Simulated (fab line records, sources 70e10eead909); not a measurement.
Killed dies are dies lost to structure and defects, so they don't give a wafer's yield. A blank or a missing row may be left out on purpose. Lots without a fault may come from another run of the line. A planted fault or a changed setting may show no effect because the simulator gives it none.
Chamber matching | flow nand_harc | NHARC_A_CHANNEL_FILL_D2_ALD_14 on ald_hk-02: 4 sister chambers
The step deposits SiO2, target thk 2.5 nm, pulse time 10 s, ald cycles 25. 8 wafers are shown with their chamber, then 7 later ones without.

WAFERS WITH THEIR CHAMBER
wafer  | chamber | heater_power_w (W) | precursor_pulse_height_rel
L081.3 | 3       | 494                | 0.983
L082.1 | 0       | 446                | 1.017
L082.4 | 1       | 473                | 1.003
L083.1 | 1       | 473                | 1.021
L083.5 | 3       | 494                | 0.993
L083.6 | 2       | 390                | 0.971
L085.2 | 2       | 389                | 1.017
L085.4 | 0       | 429                | 1.026

WAFERS WITHOUT THEIR CHAMBER
wafer  | heater_power_w (W) | precursor_pulse_height_rel
L085.5 | 366                | 0.978
L087.4 | 446                | 0.998
L087.5 | 460                | 1.001
L087.6 | 468                | 0.976
L093.1 | 497                | 0.982
L093.5 | 438                | 0.988
L093.6 | 468                | 0.966

WHICH CHAMBER EACH WENT THROUGH
wafer  | from the rows above     | in truth
L085.5 | 2                       | 2
L087.4 | 0                       | 0
L087.5 | can't be placed: 1 or 0 | 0
L087.6 | 1                       | 1
L093.1 | 3                       | 3
L093.5 | 0                       | 0
L093.6 | can't be placed: 1 or 3 | 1
Placed correctly: 5 of 7. Can't be placed from these rows: 2 (the true chamber is among the candidates in 2). Placed wrongly: 0.
How it was worked out, from the rows above alone: a wafer's distance from a chamber is the root of the sum, over the readings, of the square of ((its reading less the chamber's mean) divided by the reading's scatter). The wafer belongs to the nearest chamber; if the next one is less than 2 further off, it can't be placed. A chamber's mean is the mean of its shown wafers. The scatter: the root of (the sum of the squares of (reading less its chamber's mean) over the shown wafers, divided by (wafers less chambers)).
